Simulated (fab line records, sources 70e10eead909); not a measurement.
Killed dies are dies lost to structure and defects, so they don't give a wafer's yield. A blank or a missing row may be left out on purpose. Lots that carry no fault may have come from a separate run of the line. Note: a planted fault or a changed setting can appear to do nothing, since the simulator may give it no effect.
Which tool was responsible? + flow nand harc + 17 wafers from 6 lots sampled at 4 of the route's 1159 steps

## WHAT EACH GAUGE READ, for each wafer
NHARC_A_ONON_D1_THK_MEAS_18: measures by ellipsometry.
| lot  | measured     | on            | thk nm (nm)    |
|------|--------------|---------------|----------------|
| L803 | day 8 15:19  | film metro-02 | 1001 1002 1001 |
| L806 | day 8 15:19  | film metro-01 | 1011 1011 1010 |
| L813 | day 10 12:17 | film metro-01 | 1001 1521      |
| L816 | day 11 04:50 | film metro-01 | 995 995 995    |
| L822 | day 12 18:38 | film metro-02 | 1001 1002 1003 |
| L825 | day 13 02:29 | film metro-02 | 1004 1002 1000 |

## EACH LOT AND THE TOOL THAT RAN IT (in order: tool; ch and the chambers of the sampled wafers; start)
| lot  | NHARC_P_BONDPAD_PVD_27                  | NHARC_P_BONDPAD_ANNEAL_28        | NHARC_A_ONON_D1_DEP_16           |
|------|-----------------------------------------|----------------------------------|----------------------------------|
| L803 | pvd sputter-03, day 7 03:41 or earlier  | rtp anneal-01 ch 0, day 7 03:41  | pecvd onon-04 ch 0, day 8 14:52  |
| L806 | pvd sputter-02, day 7 04:49 or earlier  | rtp anneal-02 ch 0, day 7 04:49  | pecvd onon-02 ch 0, day 8 14:52  |
| L813 | pvd sputter-01, day 9 01:54 or earlier  | rtp anneal-01 ch 0, day 9 01:54  | pecvd onon-02 ch 0, day 10 11:45 |
| L816 | pvd sputter-02, day 9 20:32 or earlier  | rtp anneal-02 ch 0, day 9 20:32  | pecvd onon-03 ch 0, day 11 04:20 |
| L822 | pvd sputter-01, day 11 08:50 or earlier | rtp anneal-02 ch 0, day 11 08:50 | pecvd onon-03 ch 0, day 12 18:11 |
| L825 | pvd sputter-02, day 11 17:04 or earlier | rtp anneal-01 ch 0, day 11 17:04 | pecvd onon-03 ch 0, day 13 01:59 |
- NHARC_P_BONDPAD_PVD_27: deposits Cu, target thk 30 nm, time 20.49 s.
- NHARC_P_BONDPAD_ANNEAL_28: time 90 s.
- NHARC_A_ONON_D1_DEP_16: target thk 1000 nm.

## THE ANSWER, worked out from the rows above alone
Rule: the lots themselves supply what counts as usual. Put in order of their means at a reading, lots are off if they are a third of the lots or fewer, leave a main group of 4 or more, and stand apart from it by a gap of 3 or more times the standard deviation of the main group's means; of several such gaps the widest counts. If all means in a main group match to the digits the tables above print for the reading, that group is not used. Also off: a lot with no number at a reading for which 4 or more lots have one. All remaining lots with rows at the step are treated as sound.
Off, at NHARC_A_ONON_D1_THK_MEAS_18 on thk nm: L813. Mean 1002 nm and standard deviation 5 in the main group.
If a tool, at a process step before that reading, ran all the lots that are off and no sound lot after the first of them, it fits. Those tools and the gauges at NHARC_A_ONON_D1_THK_MEAS_18 are tried in the same way. Because NHARC_P_BONDPAD_PVD_27 lacks a start for some lots, the hours and order of its lots are taken from NHARC_P_BONDPAD_ANNEAL_28. One fits: pecvd onon-02 at NHARC_A_ONON_D1_DEP_16. Its last sound lot is L806 (day 8 14:52), its first lot that is off L813 (day 10 11:45): a fault that began between those two fits.

## WHAT THE SIMULATOR HAD PUT IN
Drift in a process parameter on pecvd onon-02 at NHARC_A_ONON_D1_DEP_16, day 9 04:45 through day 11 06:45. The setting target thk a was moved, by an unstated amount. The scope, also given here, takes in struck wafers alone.
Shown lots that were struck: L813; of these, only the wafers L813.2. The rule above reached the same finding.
